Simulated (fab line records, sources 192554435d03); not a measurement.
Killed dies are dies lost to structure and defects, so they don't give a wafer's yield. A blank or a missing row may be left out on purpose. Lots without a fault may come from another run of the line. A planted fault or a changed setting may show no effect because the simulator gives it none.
Split-lot experiment | flow n5_finfet | 7 lots, 21 wafers read, on a route of 1938 steps

THE SPLIT
At N5_BEOL_M10_DEP_56 (deposits SiCN from 3MS/NH3, target thk 15 nm, time 26.5 s), the setting time_s was moved away from the recipe's 26.5 s on 13 of the 21 wafers read, by -7.3% to +11.7%. The other wafers ran this setting at the recipe's value.

The reading is taken at the split's own step.

THE READING
SiCN_of_BEOL_M10_DEP_56.thk_nm (the simulator's own value, which no gauge read), in nm, at N5_BEOL_M10_DEP_56 (deposits SiCN from 3MS/NH3, target thk 15 nm, time 26.5 s). The file gives no usual value for it. The 8 wafers here that ran the recipe average 14.9 nm, standard deviation 0.24 nm.

wafer  | tool, chamber at the split | time_s as run, s | against the recipe | SiCN_of_BEOL_M10_DEP_56.thk_nm, nm | against lot-mates on the recipe
L075.2 | pecvd-02, 2                | 24.56            | -7.3%              | 13.4                               | -1.4
L075.3 | pecvd-02, 0                | 24.56            | -7.3%              | 13.8                               | -1.0
L075.5 | pecvd-02, 2                | 26.5             | recipe             | 14.8                               | -
L085.1 | pecvd-02, 0                | 26.5             | recipe             | 14.6                               | -
L085.4 | pecvd-02, 1                | 29.41            | +11.0%             | 16.6                               | +2.0
L085.6 | pecvd-02, 2                | 29.41            | +11.0%             | 16.4                               | +1.8
L084.3 | pecvd-03, 0                | 29.43            | +11.1%             | 16.4                               | no lot-mate on the recipe
L084.5 | pecvd-03, 2,1              | 29.43            | +11.1%             | 17                                 | no lot-mate on the recipe
L084.6 | pecvd-03, 2,1              | 29.43            | +11.1%             | 17                                 | no lot-mate on the recipe
L090.3 | pecvd-03, 2                | 26.5             | recipe             | 14.6                               | -
L090.4 | pecvd-03, 0,1              | 26.5             | recipe             | 15.2                               | -
L090.5 | pecvd-03, 0,1              | 26.5             | recipe             | 15.2                               | -
L096.2 | pecvd-01, 1                | 26.5             | recipe             | 15.2                               | -
L096.3 | pecvd-01, 2                | 26.5             | recipe             | 15                                 | -
L096.5 | pecvd-01, 0                | 29.61            | +11.7%             | 17                                 | +1.9
L092.1 | pecvd-01, 1                | 26.5             | recipe             | 15                                 | -
L092.3 | pecvd-01, 0                | 29.13            | +9.9%              | 16.4                               | +1.4
L092.4 | pecvd-01, 0                | 29.13            | +9.9%              | 16.4                               | +1.4
L093.3 | pecvd-03, 2                | 25.22            | -4.8%              | 14                                 | no lot-mate on the recipe
L093.4 | pecvd-03, 1,0              | 25.22            | -4.8%              | 14.2                               | no lot-mate on the recipe
L093.5 | pecvd-03, 1,0              | 25.22            | -4.8%              | 14.2                               | no lot-mate on the recipe
Where a row lists several chambers, the file gives one row for several wafers and doesn't say which wafer went through which chamber.

THE FIT
A straight line over all 21 wafers: SiCN_of_BEOL_M10_DEP_56.thk_nm changes by +0.163 nm for each +1% of time_s; r = +0.98; the points scatter about the line by 0.23 nm.
The same after taking each lot's own level away (the mean of its wafers on the recipe; 15 wafers): +0.161 nm for each +1%; r = +0.98; scatter 0.19 nm.
On that fit, the largest move of time_s shifts the reading by 1.9 nm.
The lots' own levels span 14.60 to 15.10 nm, that is 2.1 times the standard deviation above.
So the lot-to-lot level changes the slope little: the two slopes agree.
Check: with one of the wafers moved furthest among these (+11.7%) left out of the fit, the line predicts +1.87 nm for it against its lot-mates. It came out at +1.9 nm against them.

OTHER SPLITS ON THESE WAFERS
These wafers also went through other splits before the reading. Each is held against what the fit with the lots' levels taken away leaves over:
other split on the same wafers | wafers away from the commonest value | r with SiCN_of_BEOL_M10_DEP_56.thk_nm (lot level and that fit taken away)
N5_BEOL_M7_EXPOSE_25 dose_mj   | 9                                    | -0.06
N5_BEOL_M7_DESCUM_33 time_s    | 2                                    | +0.28
N5_BEOL_M8_EXPOSE_25 dose_mj   | 6                                    | +0.14
N5_BEOL_M8_ETCH_65 source_w    | 8                                    | +0.16
N5_BEOL_M9_EXPOSE_25 dose_mj   | 8                                    | +0.17
N5_BEOL_M9_ETCH_66 bias_w      | 9                                    | -0.14
N5_BEOL_M10_PEB_26 peb_time_s  | 3                                    | -0.16

THE FILE'S OWN FIT
SiCN_of_BEOL_M10_DEP_56.thk_nm changes by +0.16 nm for each +1% of time_s, r = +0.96.
